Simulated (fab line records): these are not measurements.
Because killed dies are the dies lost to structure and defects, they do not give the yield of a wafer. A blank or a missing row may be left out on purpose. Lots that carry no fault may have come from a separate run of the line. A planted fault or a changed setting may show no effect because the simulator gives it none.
Chamber matching :: flow n5 finfet :: N5_FIN_SAQP_PECVD_48 on pecvd-03: 3 sister chambers
The step deposits SiNx from SiH4/NH3/N2, target thk 25 nm, time 22.1 s. 14 wafers are shown with their chamber, then 7 later ones without.

WAFERS WITH THEIR CHAMBER
wafer: L077.2
chamber: 2
throttle valve pct (%): 35.9
showerhead plenum p Torr (Torr): 5.15
heater power w (W): 687

wafer: L077.3
chamber: 1
throttle valve pct (%): 38.8
showerhead plenum p Torr (Torr): 5.13
heater power w (W): 761

wafer: L077.6
chamber: 1
throttle valve pct (%): 38.4
showerhead plenum p Torr (Torr): 5.14
heater power w (W): 760

wafer: L081.2
chamber: 2
throttle valve pct (%): 36.2
showerhead plenum p Torr (Torr): 5.17
heater power w (W): 717

wafer: L081.3
chamber: 1
throttle valve pct (%): 38.6
showerhead plenum p Torr (Torr): 5.13
heater power w (W): 771

wafer: L081.4
chamber: 2
throttle valve pct (%): 36.1
showerhead plenum p Torr (Torr): 5.16
heater power w (W): 749

wafer: L082.1
chamber: 1
throttle valve pct (%): 38.9
showerhead plenum p Torr (Torr): 5.14
heater power w (W): 871

wafer: L082.2
chamber: 0
throttle valve pct (%): 38.5
showerhead plenum p Torr (Torr): 5.14
heater power w (W): 799

wafer: L082.4
chamber: 0
throttle valve pct (%): 38.7
showerhead plenum p Torr (Torr): 5.13
heater power w (W): 800

wafer: L091.1
chamber: 2
throttle valve pct (%): 36.1
showerhead plenum p Torr (Torr): 5.17
heater power w (W): 768

wafer: L091.3
chamber: 1
throttle valve pct (%): 38.4
showerhead plenum p Torr (Torr): 5.13
heater power w (W): 836

wafer: L091.5
chamber: 0
throttle valve pct (%): 38.8
showerhead plenum p Torr (Torr): 5.11
heater power w (W): 811

wafer: L094.1
chamber: 1
throttle valve pct (%): 38.5
showerhead plenum p Torr (Torr): 5.15
heater power w (W): 898

wafer: L094.5
chamber: 1
throttle valve pct (%): 38.6
showerhead plenum p Torr (Torr): 5.11
heater power w (W): 870

SIGNATURES (means of the wafers above)
reading: throttle valve pct
chamber 0: 38.667
chamber 1: 38.600
chamber 2: 36.075
scatter within a chamber: 0.169

reading: showerhead plenum p Torr
chamber 0: 5.1267
chamber 1: 5.1329
chamber 2: 5.1625
scatter within a chamber: 0.0124

reading: heater power w
chamber 0: 803.33
chamber 1: 823.86
chamber 2: 730.25
scatter within a chamber: 47.4
Rule: for each reading, subtract the chamber's mean from the wafer's reading, divide by that reading's scatter and square the result; add these up over the readings and take the root, which gives the wafer's distance from the chamber. If the next closest chamber is less than 2 further off than the closest, the wafer can't be placed; otherwise it belongs to the closest. The scatter is the square root of a quotient: the sum, over the shown wafers, of each reading's squared deviation from its chamber's mean, divided by wafers minus chambers.

WAFERS MISSING THEIR CHAMBER
wafer: L094.6
throttle valve pct (%): 36.4
showerhead plenum p Torr (Torr): 5.15
heater power w (W): 806

wafer: L095.2
throttle valve pct (%): 38.6
showerhead plenum p Torr (Torr): 5.13
heater power w (W): 685

wafer: L095.3
throttle valve pct (%): 38.4
showerhead plenum p Torr (Torr): 5.14
heater power w (W): 822

wafer: L095.5
throttle valve pct (%): 38.9
showerhead plenum p Torr (Torr): 5.14
heater power w (W): 720

wafer: L096.1
throttle valve pct (%): 36.4
showerhead plenum p Torr (Torr): 5.16
heater power w (W): 734

wafer: L096.2
throttle valve pct (%): 38.6
showerhead plenum p Torr (Torr): 5.13
heater power w (W): 858

wafer: L096.5
throttle valve pct (%): 38.4
showerhead plenum p Torr (Torr): 5.12
heater power w (W): 709

CHAMBER TAKEN BY EACH
wafer: L094.6
from the rows above: 2
in truth: 2

wafer: L095.2
from the rows above: can't be placed: 0 or 1
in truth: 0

wafer: L095.3
from the rows above: can't be placed: 1 or 0
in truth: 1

wafer: L095.5
from the rows above: can't be placed: 0 or 1
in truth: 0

wafer: L096.1
from the rows above: 2
in truth: 2

wafer: L096.2
from the rows above: can't be placed: 1 or 0
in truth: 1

wafer: L096.5
from the rows above: can't be placed: 0 or 1
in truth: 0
Placed correctly: 2 of 7. Unplaceable from these rows: 5, with the true chamber sitting among the candidates in 5. 0 placed wrongly.
